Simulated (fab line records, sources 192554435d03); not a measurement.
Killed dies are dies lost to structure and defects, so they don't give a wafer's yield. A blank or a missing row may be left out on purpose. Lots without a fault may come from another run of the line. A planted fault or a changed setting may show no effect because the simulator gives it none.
fab line records | flow n5_finfet
record lots=4 wafers=12 last_day=19
route steps=1938 shown GATE_CUT@466 BEOL_M4@1111 PASSIVATION@1936
lots that met no fault: from a run of the same line without faults
start_h: hours from the record's first day to the start of the lot's first wafer shown | wait_h: hours since the lot's step before | " the same as in the row above | L1.1+2: a row that stands for several wafers | - no value, or no start given | * or withheld: withheld | < > ~ a bound
route shown NAME@n: a module of which the file shows steps, and the number in the route of the first | usual: mean/standard deviation of fault-free wafers | same: alike in all rows | chamber/n: place in a boat | sites: the reading at each site | _std_site: their standard deviation | _edge_site: outer sites' mean less inner sites' | radius_mm: how far each site lies from the wafer's centre | mask NAME#n: copy n | behind: the tool/chamber that last shaped the wafer | hold: why the lot was held/for how many hours/how that ended | device: the transistor (n, p or np) that didn't switch | end of line: the same wafers' tests at the end of the route | a step without rows: its recipe alone | killed: dies lost to structure and defects at the first sort, not the wafer's yield | map: a wafer's dies, x killed, . not, _ none there
set.NAME: the setting as run; set.NAME@STEP: as run at that earlier step | model.NAME: the simulator's own value behind a step, which no gauge read
lots at some steps of the route; a table a step, a row a wafer
services: from which hour (start_h, from the record's first day; less than 0 if before it) a tool's chamber was out of use, for how many hours, and why
## steps
# step N5_GATE_CUT_ETCH_56
# recipe chemistry=Cl2/Ar target=TiN target_depth_a=216 pressure_mtorr=10 icp_w=600 bias_w=60 Cl2_flow_sccm=40 Ar_flow_sccm=60
# step N5_GATE_CUT_ETCHBACK_30
# recipe chemistry=Cl2/Ar target=TiN target_depth_a=30 mode=isotropic pressure_mtorr=10 icp_w=600 bias_w=60 Cl2_flow_sccm=40 Ar_flow_sccm=60
# step N5_GATE_CUT_VAPOR_ETCH_60
# recipe chemistry=BCl3/Cl2 target=HfO2 mode=isotropic
# step N5_GATE_CUT_ETCH_58
# recipe chemistry=CH3F/O2 target=SiNx target_depth_a=170 time_s=128.6 ion_energy_ev=50 pressure_mtorr=30 source_w=415 bias_w=21 Ar_flow_sccm=150 CH3F_flow_sccm=30 O2_flow_sccm=20
# step N5_GATE_CUT_STRIP_59
# recipe chemistry=N2/H2 time_s=20 power_w=100 temp_c=40 pressure_mtorr=100 rf_frequency_hz=6e+07 bias_power_w=3 n2_flow_sccm=300 h2_flow_sccm=300
# step N5_GATE_CUT_PRECLEAN_31
# recipe temp_c=23 chemistry=DIW time_s=300
# step N5_GATE_CUT_SRD_32
# recipe time_s=30 temp_c=23 rinse_liquid=diw dry=ipa_marangoni
# step N5_GATE_CUT_SAC_CAP_01
# recipe material=SiNx target_thk_a=240 temp_c=400 ald_precursor_family=SiH2I2 ald_co_reactant=N2/H2-plasma pulse_time_s=1 ald_cycles=480 purge_time_s=2 co_reactant_purge_time_s=2 pressure_torr=2
# step N5_GATE_CUT_PECVD_57
# recipe material=SiNx target_thk_a=210 temp_c=400 precursor=SiH4/NH3/N2 pressure_torr=1.5 rf_w=300
# step N5_GATE_CUT_CMP_02
# recipe stop_on=SiO2 t_overpolish_s=12.7 post_cmp_clean=alkaline_brush down_force_psi=2.5 platen_rpm=51.8 pad_velocity_m_s=1.0307 target_thk_nm=0
# step N5_GATE_CUT_HM_DEP_46
# recipe material=SiO2 target_thk_a=1300 temp_c=400 precursor=TEOS/O2 pressure_torr=6.5 rf_w=900 teos_flow_sccm=161.4 gas=O2 flow_sccm=2650 time_s=26.6
# step N5_GATE_CUT_COAT_34
# recipe resist=SOC temp_c=250 time_s=60 spin_rpm=1500 resist_thk_nm=60
# usual heater_power_total_W=500.5/1.7 spin_speed_rpm=1500.0/1
# columns lot.wafer tool chamber start_h wait_h heater_power_total_W spin_speed_rpm model.SOC_of_GATE_CUT_COAT_34.thk_nm
L312.1 litho_track-02 0 91.34 0.0 501.6 1500.0 59.6
L312.3 " 0 " " 499.4 1499.4 59.8
L312.6 " 0 " " 501.8 1500.8 59.6
L328.3 litho_track-02 0 185.20 0.0 500.4 1594.5 58.2
L328.5 " 0 " " 499.6 1593.9 58.2
L328.6 " 0 " " 498.5 1594.7 58.2
L329.1 litho_track-02 0 190.61 0.0 497.9 1594.2 58.2
L329.3 " 0 " " 501.5 1593.2 58.4
L329.6 " 0 " " 501.8 1595.2 58.2
L333.2 litho_track-03 0 223.00 0.0 503.4 1500.8 60.2
L333.5 " 0 " " 502.0 1497.6 60.6
L333.6 " 0 " " 499.7 1499.3 60.4
# step N5_GATE_CUT_COAT_35
# recipe resist=SiARC temp_c=220 time_s=60 spin_rpm=1500 resist_thk_nm=10
# step N5_GATE_CUT_COAT_27
# recipe resist=underlayer temp_c=205 time_s=60 spin_rpm=1500 resist_thk_nm=10
# step N5_GATE_CUT_COAT_07
# recipe resist=CAR-EUV spin_rpm=1500 resist_thk_nm=30
# step N5_GATE_CUT_EBR_09
# recipe solvent=PGMEA ebr_width_mm=1.5
# step N5_GATE_CUT_SOFTBAKE_08
# recipe temp_c=110 time_s=60 resist=CAR-EUV
# step N5_GATE_CUT_EXPOSE_10
# recipe mask_id=GATE_CUT na=0.33 source_shape=annular sigma_inner=0.35 sigma_outer=0.8 polarization=unpolarized target_cd_nm=20 dose_mj=43.25
# step N5_GATE_CUT_PEB_11
# recipe peb_temp_c=100 peb_time_s=60 resist=CAR-EUV
# step N5_GATE_CUT_DEVELOP_12
# recipe develop_time_s=30 developer=TMAH resist=CAR-EUV rinse_liquid=surfactant_rinse dry=air_spin dev_temp_c=23
# step N5_GATE_CUT_DESCUM_18
# recipe chemistry=O2 time_s=7 source_power_w=50 bias_power_w=20 pressure_mtorr=20 rf_frequency_hz=2.712e+07 temp_c=40 resist=CAR-EUV o2_flow_sccm=225
# step N5_GATE_CUT_ETCH_28
# recipe chemistry=N2/H2 target=underlayer target_depth_a=130 mask_material=CAR-EUV time_s=10.4 ion_energy_ev=200 pressure_mtorr=30 source_w=840 bias_w=150 n2_flow_sccm=200 h2_flow_sccm=200 ends=cleared
# step N5_GATE_CUT_ETCH_36
# recipe chemistry=CF4 target=SiARC target_depth_a=130 mask_material=CAR-EUV time_s=21.7 ion_energy_ev=80 pressure_mtorr=40 source_w=545 bias_w=36 Ar_flow_sccm=100 cf4_flow_sccm=100 ends=cleared
# step N5_GATE_CUT_ETCH_37
# recipe chemistry=N2/H2 target=SOC target_depth_a=600 overetch_a=120 mask_material=SiARC temp_c=40 time_s=90 ion_energy_ev=200 pressure_mtorr=30 source_w=840 bias_w=150 n2_flow_sccm=200 h2_flow_sccm=200
# usual bias_w=150.0/0.45 drypump_motor_current_A=5.5/0.38 oes_product_au=0.70/0.068 rf_fwd_power_W=835.4/2.5 rf_vpp_V=524.7/2.2 showerhead_plenum_p_Torr=2.58/0.077 throttle_valve_pct=17.98/0.25
# columns lot.wafer tool chamber start_h wait_h bias_w drypump_motor_current_A oes_product_au rf_fwd_power_W rf_hours_counter_h rf_vpp_V showerhead_plenum_p_Torr throttle_valve_pct model.etch.depth_nm
L312.1 rie_diel-05 2 91.81 0.0 150.2 5.7 0.69 838.1 126 520.3 2.44 17.95 59.63
L312.3 " 0 " " 149.5 5.0 0.60 831.6 224 526.4 2.64 18.62 59.72
L312.6 " 1 " " 149.7 6.2 0.76 834.3 - 525.8 2.60 18.10 59.6
L328.3 rie_diel-02 3 185.67 0.0 149.9 5.7 0.81 840.4 16 529.5 2.72 17.65 58.12
L328.5 " 1 " " 150.2 6.1 0.76 833.1 - 526.0 2.58 18.11 58.14
L328.6 " 0 " " 149.0 5.6 0.69 838.0 - 524.9 2.58 18.03 58.12
L329.1 rie_diel-02 3 191.08 0.0 149.5 5.7 0.80 837.6 17 528.2 2.72 17.67 58.15
L329.3 " 0 " " 150.1 5.6 0.69 837.2 110 522.7 2.58 18.03 58.44
L329.6 " 1 " " 150.1 6.1 0.77 832.8 - 524.9 2.58 18.13 58.25
L333.2 rie_diel-02 3 224.02 0.0 149.7 5.7 0.81 839.2 25 528.0 2.71 17.69 60.23
L333.5 " 0 " " 150.1 5.6 0.69 831.3 - 524.8 2.57 18.04 60.54
L333.6 " 1 " " 149.9 6.1 0.77 834.2 - 524.6 2.58 18.13 60.36
# step N5_GATE_CUT_STRIP_38
# recipe chemistry=N2/H2 temp_c=40 n2_flow_sccm=200 h2_flow_sccm=200 rf_frequency_hz=6e+07
# step N5_GATE_CUT_STRIP_39
# recipe chemistry=N2/H2 temp_c=40 n2_flow_sccm=200 h2_flow_sccm=200 rf_frequency_hz=6e+07
# step N5_GATE_CUT_HM_OPEN_40
# recipe chemistry=C4F6/O2 target=SiO2 mask_material=SiARC target_depth_a=1390 time_s=85.1 ion_energy_ev=250 pressure_mtorr=30 source_w=345 bias_w=185 Ar_flow_sccm=300 C4F6_flow_sccm=10 O2_flow_sccm=10 ends=cleared
# usual bias_w=185.0/0.56 drypump_motor_current_A=5.5/0.38 etch_rf_on_time_s=93.8/2.3 oes_product_au=0.70/0.073 rf_fwd_power_W=342.7/1.2 rf_vpp_V=673/15 showerhead_plenum_p_Torr=2.89/0.088 throttle_valve_pct=21.08/0.19
# columns lot.wafer tool chamber start_h wait_h bias_w drypump_motor_current_A etch_rf_on_time_s oes_product_au rf_fwd_power_W rf_hours_counter_h rf_vpp_V showerhead_plenum_p_Torr throttle_valve_pct model.SOC_of_GATE_CUT_COAT_34.thk_nm
L312.1 rie_diel-05 2 91.89 0.0 184.5 5.6 94.8 0.69 341.7 126 636 2.72 20.97 32.6
L312.3 " 0 " " 185.1 5.0 94.9 0.61 343.4 224 683 2.94 21.53 32.6
L312.6 " 1 " " 184.8 6.2 94.7 0.76 341.7 - 672 2.88 20.94 32.6
L328.3 rie_diel-02 3 185.75 0.0 185.1 5.7 94.0 0.84 344.0 16 657 3.05 20.95 30.6
L328.5 " 1 " " 184.3 6.0 95.1 0.80 341.5 - 668 2.90 21.33 30
L328.6 " 0 " " 185.8 5.6 94.6 0.71 345.0 - 659 2.89 21.16 30.4
L329.1 rie_diel-02 3 191.16 0.0 185.1 5.7 90.1 0.83 344.7 17 657 3.05 20.96 32
L329.3 " 0 " " 184.8 5.5 89.8 0.71 343.6 110 661 2.89 21.16 32
L329.6 " 1 " " 184.7 6.0 89.9 0.80 343.1 - 667 2.90 21.31 31.4
L333.2 rie_diel-02 3 224.10 0.0 184.1 5.7 91.9 0.82 344.2 25 658 3.05 20.97 33.6
L333.5 " 0 " " 184.4 5.6 95.7 0.70 344.5 - 658 2.88 21.18 32.8
L333.6 " 1 " " 184.6 6.1 93.7 0.78 342.8 - 667 2.90 21.34 33
# step N5_GATE_CUT_STRIP_41
# recipe chemistry=CF4 resist=SiARC power_w=300 bias_power_w=75 pressure_mtorr=50 cf4_flow_sccm=150 rf_frequency_hz=6e+07
# step N5_BEOL_M4_RC_MEAS_101
# usual DIBL_N=36.1/1.6 DIBL_P=35.7/1.8 IOFF_N=0.159/0.027 IOFF_P=0.21/0.03 ION_N=673/10 ION_P=462/7.4 SS_N=71.4/0.56 SS_P=73.2/0.61 VT_N=249.7/3 VT_P=-250/3.1
# columns lot.wafer tool chamber start_h wait_h DIBL_N[mV/V] DIBL_P[mV/V] IOFF_N[nA/um] IOFF_P[nA/um] ION_N[uA/um] ION_P[uA/um] SS_N[mV/dec] SS_P[mV/dec] VT_N[mV] VT_P[mV]
L312.1 prober-01 0 171.41 0.0 35.4 35.8 0.155 0.19 679 457 71.6 72.7 247.8 -255
L312.3 " 0 " " 37.1 38.0 0.183 0.22 674 452 72.1 73.0 251.5 -253
L312.6 " 0 " " 35.0 35.7 0.154 0.19 667 451 71.9 73.1 246.3 -254
L328.3 prober-02 0 276.86 0.3 40.6 42.1 0.289 0.32 697 471 73.1 74.0 239.8 -246
L328.5 " 0 " " 34.8 35.2 0.147 0.18 673 462 72.1 72.6 249.2 -253
L328.6 " 0 " " 35.9 36.2 0.167 0.20 676 456 70.6 72.3 246.7 -251
L329.1 prober-01 0 281.32 0.0 35.3 34.4 0.133 0.17 677 463 70.7 72.0 250.3 -254
L329.3 " 0 " " 36.7 36.0 0.154 0.20 680 469 70.9 73.2 247.0 -250
L329.6 " 0 " " 34.5 34.2 0.123 0.17 675 465 70.3 72.5 249.6 -252
L333.2 prober-01 0 341.86 0.2 37.8 37.2 0.202 0.26 685 468 72.1 73.0 244.9 -243
L333.5 " 0 " " 37.4 35.8 0.194 0.23 672 464 72.0 73.5 246.2 -245
L333.6 " 0 " " 35.1 34.2 0.147 0.21 658 462 71.1 73.2 250.4 -248
# step N5_PASSIVATION_PROBE_49
# usual defect_limited_yield=91.0/1.3 killed_at_M0_to_M3=33/10 killed_at_M4_up=14/5.6 killed_at_contacts=12/5.8 killed_at_front_end=43/11 killed_at_other=4.1/2.8 killed_dies=106/15 killed_open=70/12 killed_short=34/7.5 sort_bin_4_leakage=0.00/0.0099 sort_bin_5_function=5.3/0.88 sort_bin_6_memory=3.3/0.64 sort_n_pass=1074/15 sort_yield_pct=91.0/1.3
# same gross_dies=1180 killed_at_back_side=0 sort_bin_8_speed[%]=0
# columns lot.wafer tool chamber start_h wait_h defect_limited_yield[%] killed_at_M0_to_M3 killed_at_M4_up killed_at_contacts killed_at_front_end killed_at_other killed_dies killed_open killed_short sort_bin_4_leakage[%] sort_bin_5_function[%] sort_bin_6_memory[%] sort_n_pass sort_yield_pct[%]
L312.1 prober-02 - 283.71 0.2 91.0 38 15 16 35 2 106 78 27 0 5.6 3.2 1074 91.0
L312.3 prober-02 - 283.81 0.3 92.1 33 11 5 42 2 93 66 22 0 5.3 2.1 1087 92.1
L312.6 prober-02 - 283.96 0.4 91.7 37 13 8 39 1 98 61 34 0 4.3 3.3 1082 91.7
L329.1 prober-01 - 381.00 0.0 89.2 40 12 23 49 4 128 79 47 0 6.1 4.4 1052 89.2
L329.3 prober-01 - 381.10 0.1 92.1 29 13 4 43 4 93 55 38 0 4.3 3.2 1087 92.1
L329.6 prober-01 - 381.25 0.3 88.9 67 6 18 38 2 131 95 36 0 7.7 3.3 1049 88.9
# killed by level:class
L312.1 MOL_CONTACT_COAG:geometric_particle:open=12 FIN_SAQP:geometric_particle:open=10 BEOL_M4:geometric_particle:open=10 BEOL_M1:geometric_particle:open=9 BEOL_M0_SAQP:geometric_particle:open=8 BEOL_M2:geometric_particle:open=8 BEOL_M0_SAQP:geometric_particle:short=6 FIN_SAQP:geometric_particle:short=5
L312.3 FIN_SAQP:geometric_particle:open=12 FIN_SAQP:geometric_particle:short=9 BEOL_M0_SAQP:geometric_particle:open=9 BEOL_M2:geometric_particle:open=9 BEOL_M4:geometric_particle:open=7 STI_FIN_REVEAL:geometric_particle:open=5 BEOL_M0_SAQP:geometric_particle:short=5 BEOL_M1:geometric_particle:open=5
L312.6 BEOL_M0_SAQP:geometric_particle:short=9 BEOL_M4:geometric_particle:open=9 BEOL_M0_SAQP:geometric_particle:open=8 FIN_SAQP:geometric_particle:open=7 STI_FIN_REVEAL:geometric_particle:open=7 MOL_CONTACT_COAG:geometric_particle:open=6 BEOL_M3:geometric_particle:open=5 BEOL_M2:geometric_particle:open=5
L329.1 FIN_SAQP:geometric_particle:short=15 MOL_CONTACT_COAG:geometric_particle:open=15 FIN_SAQP:geometric_particle:open=8 MOL_CONTACT_COAG:geometric_particle:short=8 BEOL_M2:geometric_particle:open=8 BEOL_M3:geometric_particle:open=8 DUMMY_GATE:geometric_particle:open=6 BEOL_M0_SAQP:geometric_particle:short=6
L329.3 FIN_SAQP:geometric_particle:short=16 FIN_SAQP:geometric_particle:open=13 BEOL_M3:geometric_particle:open=11 STI_FIN_REVEAL:geometric_particle:open=6 BEOL_M0_SAQP:geometric_particle:open=4 BEOL_M11:geometric_particle:open=3 BEOL_M2:geometric_particle:open=3 BEOL_M4:geometric_particle:open=3
L329.6 BEOL_M3:geometric_particle:open=21 MOL_CONTACT_COAG:geometric_particle:open=15 FIN_SAQP:geometric_particle:short=11 BEOL_M2:geometric_particle:open=11 BEOL_M0:geometric_particle:open=10 BEOL_M1:geometric_particle:open=9 FIN_SAQP:geometric_particle:open=8 BEOL_M0_SAQP:geometric_particle:open=6
## services
# columns tool chamber start_h hours kind
rie_diel-02 3 117.94 - clean
rie_diel-02 3 117.94 - consumable_replace:focus_ring
rie_diel-02 3 117.94 - consumable_replace:showerhead
rie_diel-02 3 117.94 14.9 scheduled_down
rie_diel-02 3 117.94 14.9 vent_cycle
rie_diel-05 2 128.71 1.6 repair
litho_track-03 - 133.92 - consumable_replace:filter
rie_diel-05 - 139.60 0.4 repair
litho_track-03 - 150.05 - consumable_replace:filter
rie_diel-02 - 180.09 1.3 repair
rie_diel-05 0 181.45 - clean
rie_diel-05 0 181.45 - consumable_replace:focus_ring
rie_diel-05 0 181.45 24.0 scheduled_down
rie_diel-05 0 181.45 24.0 vent_cycle
rie_diel-05 1 213.02 4.7 repair
## key
first_sign step=N5_GATE_CUT_COAT_34 reading=spin_speed_rpm direction=up sigmas=94 usual=* struck=*
effect none on later readings
model_effect step=N5_GATE_CUT_COAT_34 value=SOC_of_GATE_CUT_COAT_34.thk_nm without=60.03 struck=58.23
model_effect step=N5_GATE_CUT_ETCH_37 value=etch.depth_nm without=60.01 struck=58.2
model_effect step=N5_GATE_CUT_HM_OPEN_40 value=SOC_of_GATE_CUT_COAT_34.thk_nm without=32.9 struck=31.07
met_at N5_GATE_CUT_COAT_34
struck_wafers L328.3,L328.5,L328.6,L329.1,L329.3,L329.6
onset_between 91.34 185.20
fault kind=process_parameter_drift tool=litho_track-02 chamber=- onset_h=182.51 steps=N5_GATE_CUT_COAT_34 channel=spin_rpm offset=* shape=step end_h=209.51 acts_in=* stated=*
